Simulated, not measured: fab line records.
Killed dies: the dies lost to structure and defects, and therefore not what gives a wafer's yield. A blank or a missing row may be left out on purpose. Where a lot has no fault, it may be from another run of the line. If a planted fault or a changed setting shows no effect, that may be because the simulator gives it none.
Which of the tools did it? + flow nand_harc + 6 lots, 18 wafers sampled, at 5 steps of a route of 1159

## WHAT THE GAUGES READ, wafer by wafer
NHARC_END_SORT_01.
| lot  | measured     | on        | killed_at_array |
|------|--------------|-----------|-----------------|
| L326 | day 22 14:58 | prober-02 | 27              |
| L339 | day 25 01:21 | prober-01 | 18 676 26       |

## WHICH TOOL RAN EACH LOT (tool, then ch and the chambers of the sampled wafers, then the start)
| lot  | NHARC_A_SLIT_DESCUM_14             | NHARC_A_WL_FILL_RTA_01           | NHARC_A_WL_FILL_ETCHBACK_16        | NHARC_A_WL_FILL_STRIP_29           |
|------|------------------------------------|----------------------------------|------------------------------------|------------------------------------|
| L318 | rie_diel-07 ch 0,3, day 14 20:35   | rtp_anneal-01 ch 0, day 15 09:10 | rie_diel-05 ch 0,3, day 16 02:15   | rie_diel-05 ch 0,1, day 16 02:20   |
| L321 | rie_diel-01 ch 1,2,3, day 15 19:17 | rtp_anneal-02 ch 0, day 16 10:05 | rie_diel-08 ch 0,1,3, day 17 03:49 | rie_diel-08 ch 0,1,3, day 17 03:53 |
| L324 | rie_diel-09 ch 1,2,3, day 15 21:14 | rtp_anneal-01 ch 0, day 16 10:17 | rie_diel-05 ch 0,2, day 17 00:49   | rie_diel-05 ch 1,2, day 17 00:55   |
| L326 | rie_diel-07 ch 1,2,3, day 17 00:35 | rtp_anneal-01 ch 0, day 17 15:16 | rie_diel-08 ch 0,2,3, day 18 17:44 | rie_diel-08 ch 0,1,3, day 18 17:49 |
| L331 | rie_diel-09 ch 1,2,3, day 18 16:14 | rtp_anneal-01 ch 0, day 19 04:11 | rie_diel-08 ch 0,1,3, day 19 23:40 | rie_diel-08 ch 0,1,3, day 19 23:46 |
| L339 | rie_diel-01 ch 0,3, day 20 00:15   | rtp_anneal-01 ch 0, day 20 12:16 | rie_diel-05 ch 0,2,3, day 21 04:54 | rie_diel-05 ch 1,2, day 21 04:58   |
- NHARC_A_SLIT_DESCUM_14: chemistry O2, time 3 s.
- NHARC_A_WL_FILL_RTA_01: time 5 s.
- NHARC_A_WL_FILL_ETCHBACK_16: etches the open film in C4F8/O2/Ar, target depth 88 nm, time 17.6 s.
- NHARC_A_WL_FILL_STRIP_29: strips in O2, time 20 s.

## THE ANSWER, worked out from the rows above alone
Rule: the lots themselves supply what counts as usual. Put in order of their means at a reading, lots are off if they are a third of the lots or fewer, leave a main group of 4 or more, and stand apart from it by a gap of 3 or more times the standard deviation of the main group's means; of several such gaps the widest counts. The tables above print the reading to a certain number of digits; a main group whose means all agree to those digits is not used. A lot without any number at a reading at which 4 lots or more have one is off too. All remaining lots with rows at the step are treated as sound.
Nothing can be told from this: no lot is off at any reading shown.

## WHAT THE SIMULATOR PUT IN
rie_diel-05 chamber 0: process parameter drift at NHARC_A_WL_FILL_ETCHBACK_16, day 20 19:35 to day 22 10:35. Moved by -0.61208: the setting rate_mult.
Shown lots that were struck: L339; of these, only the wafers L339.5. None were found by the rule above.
